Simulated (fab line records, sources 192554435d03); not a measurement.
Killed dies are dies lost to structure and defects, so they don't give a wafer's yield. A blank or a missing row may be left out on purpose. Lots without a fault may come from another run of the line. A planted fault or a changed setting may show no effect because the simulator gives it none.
fab line records | flow n5_finfet
record lots=7 wafers=21
route steps=1938 shown MOL_CONTACT_COAG@593 BEOL_M0_SAQP@663 BEOL_M0_CUTY@702 BEOL_M1@761
start_h: hours from the record's first day to the start of the lot's first wafer shown | wait_h: hours since the lot's step before | " the same as in the row above | L1.1+2: a row that stands for several wafers | - no value, or no start given | * or withheld: withheld | < > ~ a bound
route shown NAME@n: a module of which the file shows steps, and the number in the route of the first | usual: mean/standard deviation of fault-free wafers | same: alike in all rows | chamber/n: place in a boat | sites: the reading at each site | _std_site: their standard deviation | _edge_site: outer sites' mean less inner sites' | radius_mm: how far each site lies from the wafer's centre | mask NAME#n: copy n | behind: the tool/chamber that last shaped the wafer | hold: why the lot was held/for how many hours/how that ended | device: the transistor (n, p or np) that didn't switch | end of line: the same wafers' tests at the end of the route | a step without rows: its recipe alone | killed: dies lost to structure and defects at the first sort, not the wafer's yield | map: a wafer's dies, x killed, . not, _ none there
set.NAME: the setting as run; set.NAME@STEP: as run at that earlier step | model.NAME: the simulator's own value behind a step, which no gauge read
lots whose settings were changed on purpose; a table a step, a row a wafer
## steps
# step N5_MOL_CONTACT_COAG_COAT_62
# recipe resist=SOC temp_c=250 time_s=60 spin_rpm=1500 resist_thk_nm=60
# columns lot.wafer tool chamber start_h wait_h set.spin_rpm model.SOC_of_MOL_CONTACT_COAG_COAT_62.thk_nm
L077.3 litho_track-02 0 125.24 0.0 1500 60
L077.4 " 0 " " 1356 63
L077.6 " 0 " " 1500 59.8
L074.1 litho_track-01 0 131.52 0.0 1342 63.4
L074.3 " 0 " " 1500 59.6
L074.5 " 0 " " 1500 59.8
L081.4 litho_track-03 0 138.29 0.0 1500 60
L081.5 " 0 " " 1500 60.2
L081.6 " 0 " " 1351 63.6
L083.2+6 litho_track-01 0 155.09 0.0 1500 60
L083.3 " 0 " " 1500 59.8
L087.1 litho_track-02 0 185.16 0.0 1619 57.6
L087.3 " 0 " " 1500 60.2
L087.4 " 0 " " 1619 57.8
L093.2 litho_track-02 0 212.15 0.0 1500 60.2
L093.4 " 0 " " 1500 60.4
L093.6 " 0 " " 1500 60
L096.3+4+6 litho_track-03 0 237.65 0.0 1500 60
# step N5_MOL_CONTACT_COAG_COAT_63
# recipe resist=SiARC temp_c=220 time_s=60 spin_rpm=1500 resist_thk_nm=10
# step N5_MOL_CONTACT_COAG_COAT_64
# recipe resist=underlayer temp_c=205 time_s=60 spin_rpm=1500 resist_thk_nm=10
# step N5_MOL_CONTACT_COAG_ALD_133
# recipe material=SiO2 target_thk_a=50 temp_c=100 ald_precursor_family=BDEAS ald_co_reactant=O2-plasma pulse_time_s=1 co_reactant_pulse_time_s=1 purge_time_s=2 co_reactant_purge_time_s=2 ald_cycles=35 pressure_torr=2
# step N5_MOL_CONTACT_COAG_ETCHBACK_134
# recipe chemistry=CHF3 target=SiO2 target_depth_a=100 time_s=6.7 ion_energy_ev=200 pressure_mtorr=30 source_w=610 bias_w=170 Ar_flow_sccm=200 CHF3_flow_sccm=50
# step N5_MOL_CONTACT_COAG_ETCH_67
# recipe chemistry=N2/H2 target=SOC target_depth_a=600 overetch_a=210 mask_material=SiARC temp_c=40 time_s=101.2 ion_energy_ev=200 pressure_mtorr=30 source_w=840 bias_w=150 n2_flow_sccm=200 h2_flow_sccm=200
# columns lot.wafer tool chamber start_h wait_h set.spin_rpm@MOL_CONTACT_COAG_COAT_62 model.etch.depth_nm
L077.3 rie_diel-05 2 127.15 0.0 1500 59.98
L077.4 " 0 " " 1356 63.09
L077.6 " 0 " " 1500 59.87
L074.1 rie_diel-03 0 132.31 0.0 1342 63.32
L074.3 " 3 " " 1500 59.58
L074.5 " 3 " " 1500 59.73
L081.4 rie_diel-05 0 139.39 0.0 1500 60.08
L081.5 " 1 " " 1500 60.23
L081.6 " 0 " " 1351 63.53
L083.2 rie_diel-05 3 155.96 0.0 1500 59.99
L083.3 " 1 " " 1500 59.9
L083.6 " 2 " " 1500 60.1
L087.1 rie_diel-01 0 186.00 0.0 1619 57.68
L087.3 " 3 " " 1500 60.19
L087.4 " 2 " " 1619 57.82
L093.2 rie_diel-03 3 212.96 0.0 1500 60.12
L093.4 " 0 " " 1500 60.41
L093.6 " 3 " " 1500 60.05
L096.3 rie_diel-05 0 238.63 0.0 1500 60
L096.4 " 1 " " 1500 60.05
L096.6 " 2 " " 1500 59.93
# step N5_MOL_CONTACT_COAG_STRIP_68
# recipe chemistry=N2/H2 temp_c=40 n2_flow_sccm=200 h2_flow_sccm=200 rf_frequency_hz=6e+07
# step N5_MOL_CONTACT_COAG_STRIP_69
# recipe chemistry=N2/H2 temp_c=40 n2_flow_sccm=200 h2_flow_sccm=200 rf_frequency_hz=6e+07
# step N5_MOL_CONTACT_COAG_STRIP_120
# recipe chemistry=CHF3 resist=SiARC rf_frequency_hz=6e+07
# step N5_MOL_CONTACT_COAG_VIA_ETCH_117
# recipe chemistry=C4F6/O2 target_depth_a=400 overetch_a=80 mask_material=SOC target=SiO2 bias_w=455 pressure_mtorr=10 time_s=26 source_w=325 Ar_flow_sccm=300 C4F6_flow_sccm=10 O2_flow_sccm=10 ion_energy_ev=575.3 ends=end_point
# step N5_MOL_CONTACT_COAG_ETCH_124
# recipe chemistry=CH3F/O2 target=SiNx target_depth_a=65 mask_material=SOC stop_on=SiOC over_etch_frac=0.3 ion_energy_ev=120 pressure_mtorr=30 source_w=395 bias_w=73 Ar_flow_sccm=150 CH3F_flow_sccm=30 O2_flow_sccm=20 ends=end_point
# columns lot.wafer tool chamber start_h wait_h set.spin_rpm@MOL_CONTACT_COAG_COAT_62 model.SOC_of_MOL_CONTACT_COAG_COAT_62.thk_nm
L077.3 rie_diel-05 2 127.30 0.0 1500 47.6
L077.4 " 0 " " 1356 51.4
L077.6 " 0 " " 1500 48.2
L074.1 rie_diel-03 0 132.46 0.0 1342 51.8
L074.3 " 3 " " 1500 48
L074.5 " 3 " " 1500 48.2
L081.4+5 rie_diel-05 0,1 139.54 0.0 1500 48.6
L081.6 " 0 " " 1351 52
L083.2 rie_diel-05 3 156.11 0.0 1500 48.6
L083.3 " 1 " " 1500 48.4
L083.6 " 2 " " 1500 47.8
L087.1 rie_diel-01 0 186.16 0.0 1619 46.2
L087.3 " 3 " " 1500 48.8
L087.4 " 2 " " 1619 46
L093.2 rie_diel-03 3 213.11 0.0 1500 48.6
L093.4 " 0 " " 1500 48.8
L093.6 " 3 " " 1500 48.4
L096.3+4 rie_diel-05 0,1 238.78 0.0 1500 48.4
L096.6 " 2 " " 1500 47.8
# step N5_BEOL_M0_SAQP_SPACER1_ALD_98
# recipe material=SiO2 target_thk_a=128 temp_c=300 ald_precursor_family=BDEAS ald_co_reactant=O2-plasma pulse_time_s=1 purge_time_s=2 co_reactant_purge_time_s=2 ald_cycles=138 pressure_torr=2
# columns lot.wafer tool chamber start_h wait_h set.ald_cycles model.SiO2_of_BEOL_M0_SAQP_SPACER1_ALD_98.thk_nm
L077.3+4 ald_sin-02 2,3 134.08 0.1 132 12.4
L077.6 " 1 " " 138 12.8
L074.1+3+5 ald_sin-04 1,3,0 140.76 0.3 138 12.8
L081.4+5 ald_sin-04 1,3 149.81 0.3 160 15
L081.6 " 2 " " 138 12.8
L083.2+6 ald_sin-04 1,0 164.07 0.5 138 12.8
L083.3 " 3 " " 129 12
L087.1+3+4 ald_sin-02 2,0,1 194.37 0.3 116 10.8
L093.2+4+6 ald_sin-04 3,1,3 221.44 0.3 138 12.8
L096.3 ald_sin-04 2 246.58 0.1 128 11.8
L096.4 " 1 " " 128 12
L096.6 " 2 " " 138 12.8
# step N5_BEOL_M0_SAQP_SPACER1_ETCHBACK_99
# recipe chemistry=CHF3/O2 mode=anisotropic_etchback target=SiO2 target_depth_a=154 time_s=7.7 pressure_mtorr=30 source_w=650 bias_w=170 Ar_flow_sccm=200 CHF3_flow_sccm=50 O2_flow_sccm=5 ion_energy_ev=200
# step N5_BEOL_M0_SAQP_MANDREL1_REMOVE_100
# recipe chemistry=HBr/Cl2/O2 bt_time_s=10 target=a-Si stop_on=SiNx endpoint=OES-SiCl over_etch_frac=0.85 icp_w=600 bias_w=30 HBr_flow_sccm=150 Cl2_flow_sccm=80 O2_flow_sccm=5 pressure_mtorr=10
# columns lot.wafer tool chamber start_h wait_h set.ald_cycles@BEOL_M0_SAQP_SPACER1_ALD_98 model.BEOL_M0_SAQP.cd_nm
L077.3+4 rie_si-03 0,2 134.85 0.1 132 12.4
L077.6 " 0 " " 138 13
L074.1+3+5 rie_si-02 3,2,0 141.40 0.1 138 12.6
L081.4 rie_si-02 1 150.50 0.1 160 15
L081.5 " 1 " " 160 14.8
L081.6 " 0 " " 138 12.6
L083.2 rie_si-05 3 164.64 0.1 138 12.8
L083.3 " 2 " " 129 11.8
L083.6 " 3 " " 138 12.6
L087.1+3+4 rie_si-03 3,2,0 194.93 0.1 116 10.8
L093.2+4+6 rie_si-03 1,3,3 222.00 0.1 138 13
L096.3 rie_si-02 2 247.14 0.1 128 11.8
L096.4 " 1 " " 128 12
L096.6 " 0 " " 138 13
# step N5_BEOL_M0_SAQP_CD_MEAS_25
# recipe target_cd_nm=13.1 landing_energy_ev=1000 detector=se_inlens
# usual cd_nm=12.79/0.24
# columns lot.wafer tool chamber start_h wait_h set.ald_cycles@BEOL_M0_SAQP_SPACER1_ALD_98 cd_nm
L077.3 cd_sem-03 0 134.96 0.1 132 12.48
L077.4 " 0 " " 132 12.66
L077.6 " 0 " " 138 13.40
L074.1 cd_sem-01 0 141.51 0.1 138 12.57
L074.3 " 0 " " 138 12.42
L074.5 " 0 " " 138 12.75
L081.4 cd_sem-02 0 150.62 0.1 160 14.95
L081.5 " 0 " " 160 14.97
L081.6 " 0 " " 138 12.69
L083.2 cd_sem-03 0 164.75 0.1 138 12.78
L083.3 " 0 " " 129 11.85
L083.6 " 0 " " 138 13.06
L087.1 cd_sem-03 0 195.04 0.1 116 10.66
L087.3 " 0 " " 116 10.87
L087.4 " 0 " " 116 10.78
L093.2 cd_sem-03 0 222.11 0.1 138 12.99
L093.4 " 0 " " 138 12.94
L093.6 " 0 " " 138 12.91
L096.3 cd_sem-02 0 247.26 0.1 128 11.70
L096.4 " 0 " " 128 11.80
L096.6 " 0 " " 138 12.84
# step N5_BEOL_M0_SAQP_ETCH_107
# recipe chemistry=CH3F/O2 target=SiNx target_depth_a=300 mask_material=SOC pressure_mtorr=30 source_w=395 bias_w=73 Ar_flow_sccm=150 CH3F_flow_sccm=30 O2_flow_sccm=20 ion_energy_ev=120
# usual rf_vpp_V=298/5.1
# columns lot.wafer tool chamber start_h wait_h set.bias_w rf_vpp_V
L077.3 rie_diel-02 0 135.72 0.0 69.09 285
L077.4 " 3 " " 69.09 274
L077.6 " 1 " " 73 302
L074.1 rie_diel-04 0 142.39 0.0 73 304
L074.3 " 1 " " 73 291
L074.5 " 3 " " 73 299
L081.4 rie_diel-04 3 151.41 0.0 64.73 271
L081.5 " 1 " " 73 290
L081.6 " 0 " " 64.73 276
L083.2 rie_diel-02 0 165.53 0.0 73 299
L083.3 " 1 " " 73 301
L083.6 " 1 " " 73 300
L087.1 rie_diel-02 1 195.87 0.0 73 299
L087.3 " 2 " " 73 301
L087.4 " 0 " " 73 297
L093.2 rie_diel-04 3 222.96 0.0 73 297
L093.4 " 0 " " 73 303
L093.6 " 1 " " 73 290
L096.3 rie_diel-02 2 248.02 0.0 73 303
L096.4 " 0 " " 61.34 261
L096.6 " 3 " " 61.34 251
# step N5_BEOL_M0_CUTY_COAT_51
# recipe resist=CAR-ArF-block spin_rpm=1500 resist_thk_nm=150
# columns lot.wafer tool chamber start_h wait_h set.spin_rpm model.CAR-ArF-block_of_BEOL_M0_CUTY_COAT_51.thk_nm
L077.3+4 litho_track-03 0 - - 1500 150
L077.6 " 0 " " 1500 150.2
L074.1+5 litho_track-04 0 - - 1609 144.8
L074.3 " 0 " " 1609 144.6
L081.4 litho_track-03 0 - - 1500 151
L081.5 " 0 " " 1650 143.8
L081.6 " 0 " " 1500 150.6
L083.2 litho_track-04 0 - - 1455 153.2
L083.3+6 " 0 " " 1500 150.6
L087.1+4 litho_track-03 0 - - 1500 151
L087.3 " 0 " " 1628 145
L093.2 litho_track-04 0 - - 1500 150
L093.4 " 0 " " 1500 149.8
L093.6 " 0 " " 1500 150.2
L096.3 litho_track-04 0 - - 1457 152.2
L096.4 " 0 " " 1457 151.6
L096.6 " 0 " " 1500 150
# step N5_BEOL_M0_CUTY_EBR_52
# recipe solvent=PGMEA ebr_width_mm=1.5
# step N5_BEOL_M0_CUTY_SOFTBAKE_53
# recipe temp_c=110 time_s=60 resist=CAR-ArF-block
# step N5_BEOL_M0_CUTY_DESCUM_61
# recipe chemistry=O2 time_s=7.9 source_power_w=50 bias_power_w=20 pressure_mtorr=20 rf_frequency_hz=2.712e+07 temp_c=40 resist=CAR-ArF-block o2_flow_sccm=225
# step N5_BEOL_M0_CUTY_ETCH_62
# recipe chemistry=CF4 target=SiARC mask_material=CAR-ArF-block time_s=58.5 ion_energy_ev=80 pressure_mtorr=40 source_w=545 bias_w=36 Ar_flow_sccm=100 cf4_flow_sccm=100 ends=cleared
# columns lot.wafer tool chamber start_h wait_h set.spin_rpm@BEOL_M0_CUTY_COAT_51 model.CAR-ArF-block_of_BEOL_M0_CUTY_COAT_51.thk_nm
L077.3+4 rie_diel-01 0,1 138.79 0.0 1500 118.4
L077.6 " 2 " " 1500 118.6
L074.1+5 rie_diel-05 2,3 145.39 0.0 1609 113.2
L074.3 " 3 " " 1609 113
L081.4 rie_diel-01 1 154.58 0.0 1500 119.4
L081.5 " 1 " " 1650 112.2
L081.6 " 2 " " 1500 119
L083.2 rie_diel-05 2 168.95 0.0 1455 121.4
L083.3+6 " 1,2 " " 1500 119
L087.1+4 rie_diel-01 3,0 199.14 0.0 1500 119.4
L087.3 " 1 " " 1628 113.4
L093.2+6 rie_diel-05 0,2 226.04 0.0 1500 118.4
L093.4 " 1 " " 1500 118.2
L096.3 rie_diel-05 2 250.87 0.0 1457 120.4
L096.4 " 3 " " 1457 120
L096.6 " 0 " " 1500 118.4
# step N5_BEOL_M0_CUTY_ETCH_63
# recipe chemistry=N2/H2 target=SOC target_depth_a=827 overetch_a=165 mask_material=SiARC temp_c=40 ion_energy_ev=200 time_s=124 pressure_mtorr=30 source_w=840 bias_w=150 n2_flow_sccm=200 h2_flow_sccm=200
# usual rf_vpp_V=525.6/2.5
# columns lot.wafer tool chamber start_h wait_h set.source_w rf_vpp_V
L077.3 rie_diel-01 0 138.84 0.0 732.9 549.6
L077.4 " 1 " " 732.9 550.2
L077.6 " 2 " " 732.9 551.3
L074.1 rie_diel-05 2 145.44 0.0 933.3 509.5
L074.3 " 3 " " 840 527.7
L074.5 " 3 " " 840 527.6
L081.4 rie_diel-01 1 154.62 0.0 933.8 507.2
L081.5 " 1 " " 840 526.3
L081.6 " 2 " " 840 527.4
L083.2 rie_diel-05 2 169.00 0.0 840 528.3
L083.3 " 1 " " 840 521.8
L083.6 " 2 " " 899.2 516.7
L087.1 rie_diel-01 3 199.19 0.0 840 526.9
L087.3 " 1 " " 840 524.2
L087.4 " 0 " " 975.6 499.3
L093.2 rie_diel-05 0 226.08 0.0 840 522.1
L093.4 " 1 " " 840 521.3
L093.6 " 2 " " 840 526.8
L096.3 rie_diel-05 2 250.92 0.0 767.2 544.2
L096.4 " 3 " " 840 528.1
L096.6 " 0 " " 767.2 537.0
# step N5_BEOL_M1_EXPOSE_08
# recipe mask_id=M1 na=0.33 source_shape=dipole sigma_inner=0.369 sigma_outer=0.767 polarization=unpolarized dose_mj=33
# columns lot.wafer tool chamber start_h wait_h mask set.dose_mj
L077.3+6 euv_scanner-01 0 147.71 - M1#0 34.61
L077.4 " 0 " " M1#0 33
L074.1+3 euv_scanner-01 0 152.99 - M1#0 31.06
L074.5 " 0 " " M1#0 33
L081.4+5+6 euv_scanner-02 0 164.07 - M1#0 33
L083.2+3 euv_scanner-01 0 176.61 - M1#0 33
L083.6 " 0 " " M1#0 35.34
L087.1 euv_scanner-02 0 207.56 - M1#0 33
L087.3+4 " 0 " " M1#0 32.24
L093.2+4+6 euv_scanner-01 0 241.92 - M1#0 33
L096.3+4+6 euv_scanner-01 0 261.93 - M1#0 33
# step N5_BEOL_M1_PEB_09
# recipe peb_temp_c=100 peb_time_s=60 resist=CAR-EUV
# step N5_BEOL_M1_DEVELOP_10
# recipe develop_time_s=30 developer=TMAH resist=CAR-EUV rinse_liquid=surfactant_rinse dry=air_spin dev_temp_c=23
# step N5_BEOL_M1_CD_MEAS_11
# recipe target_cd_nm=17.05 landing_energy_ev=500 detector=se_inlens polarity=opening
# usual cd_nm=17.07/0.22
# columns lot.wafer tool chamber start_h wait_h set.dose_mj@BEOL_M1_EXPOSE_08 cd_nm
L077.3 cd_sem-03 0 147.83 - 34.61 18.10
L077.4 " 0 " " 33 17.35
L077.6 " 0 " " 34.61 17.69
L074.1 cd_sem-01 0 153.12 - 31.06 16.01
L074.3 " 0 " " 31.06 15.98
L074.5 " 0 " " 33 17.29
L081.4 cd_sem-01 0 164.18 - 33 17.22
L081.5 " 0 " " 33 16.71
L081.6 " 0 " " 33 16.95
L083.2 cd_sem-03 0 176.73 - 33 17.22
L083.3 " 0 " " 33 17.21
L083.6 " 0 " " 35.34 18.22
L087.1 cd_sem-03 0 207.69 - 33 17.12
L087.3 " 0 " " 32.24 16.54
L087.4 " 0 " " 32.24 16.66
L093.2 cd_sem-03 0 242.04 - 33 16.62
L093.4 " 0 " " 33 16.91
L093.6 " 0 " " 33 16.87
L096.3 cd_sem-01 0 262.05 - 33 17.06
L096.4 " 0 " " 33 17.27
L096.6 " 0 " " 33 17.15
# step N5_BEOL_M1_DESCUM_16
# recipe chemistry=O2 time_s=7 source_power_w=50 bias_power_w=20 pressure_mtorr=20 rf_frequency_hz=2.712e+07 temp_c=40 resist=CAR-EUV o2_flow_sccm=225
# step N5_BEOL_M1_ETCH_74
# recipe chemistry=N2/H2 target=underlayer target_depth_a=65 mask_material=CAR-EUV time_s=5.2 ion_energy_ev=200 pressure_mtorr=30 source_w=840 bias_w=150 n2_flow_sccm=200 h2_flow_sccm=200 ends=cleared
# columns lot.wafer tool chamber start_h wait_h set.dose_mj@BEOL_M1_EXPOSE_08 model.BEOL_M1.cd_offset_nm
L077.3 rie_diel-06 0 147.99 0.0 34.61 1.4
L077.4 " 3 " " 33 0.2
L077.6 " 3 " " 34.61 0.8
L074.1+3 rie_diel-06 3,1 153.29 0.0 31.06 -1.2
L074.5 " 3 " " 33 0
L081.4 rie_diel-06 0 164.34 0.0 33 0.2
L081.5 " 0 " " 33 -0.2
L081.6 " 3 " " 33 0
L083.2 rie_diel-02 2 176.89 0.0 33 0.4
L083.3 " 3 " " 33 0
L083.6 " 1 " " 35.34 1.4
L087.1 rie_diel-06 2 207.91 0.0 33 0.2
L087.3 " 3 " " 32.24 -0.4
L087.4 " 1 " " 32.24 -0.2
L093.2+4 rie_diel-04 2,1 242.20 0.0 33 -0.2
L093.6 " 3 " " 33 0
L096.3 rie_diel-04 0 263.23 0.0 33 0.4
L096.4+6 " 3,2 " " 33 0.2
## key
split step=N5_MOL_CONTACT_COAG_COAT_62 setting=spin_rpm stated=1500 by=wafer
response step=N5_MOL_CONTACT_COAG_COAT_62 reading=model.SOC_of_MOL_CONTACT_COAG_COAT_62.thk_nm change=-0.338 per=1% r=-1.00
response step=N5_MOL_CONTACT_COAG_ETCH_67 reading=model.etch.depth_nm change=-0.334 per=1% r=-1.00
response step=N5_MOL_CONTACT_COAG_ETCH_124 reading=model.SOC_of_MOL_CONTACT_COAG_COAT_62.thk_nm change=-0.35 per=1% r=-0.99
split step=N5_BEOL_M0_SAQP_SPACER1_ALD_98 setting=ald_cycles stated=138 by=wafer
response step=N5_BEOL_M0_SAQP_SPACER1_ALD_98 reading=model.SiO2_of_BEOL_M0_SAQP_SPACER1_ALD_98.thk_nm change=+0.132 per=1% r=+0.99
response step=N5_BEOL_M0_SAQP_MANDREL1_REMOVE_100 reading=model.BEOL_M0_SAQP.cd_nm change=+0.144 per=1% r=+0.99
response step=N5_BEOL_M0_SAQP_CD_MEAS_25 reading=cd_nm change=+0.149 per=1% r=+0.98
split step=N5_BEOL_M0_SAQP_ETCH_107 setting=bias_w stated=73 by=wafer
response step=N5_BEOL_M0_SAQP_ETCH_107 reading=rf_vpp_V change=+2.55 per=1% r=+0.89
split step=N5_BEOL_M0_CUTY_COAT_51 setting=spin_rpm stated=1500 by=wafer
response step=N5_BEOL_M0_CUTY_COAT_51 reading=model.CAR-ArF-block_of_BEOL_M0_CUTY_COAT_51.thk_nm change=-0.707 per=1% r=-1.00
response step=N5_BEOL_M0_CUTY_ETCH_62 reading=model.CAR-ArF-block_of_BEOL_M0_CUTY_COAT_51.thk_nm change=-0.703 per=1% r=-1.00
split step=N5_BEOL_M0_CUTY_ETCH_63 setting=source_w stated=840 by=wafer
response step=N5_BEOL_M0_CUTY_ETCH_63 reading=rf_vpp_V change=-1.6 per=1% r=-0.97
split step=N5_BEOL_M1_EXPOSE_08 setting=dose_mj stated=33 by=wafer
response step=N5_BEOL_M1_CD_MEAS_11 reading=cd_nm change=+0.163 per=1% r=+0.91
response step=N5_BEOL_M1_ETCH_74 reading=model.BEOL_M1.cd_offset_nm change=+0.185 per=1% r=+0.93
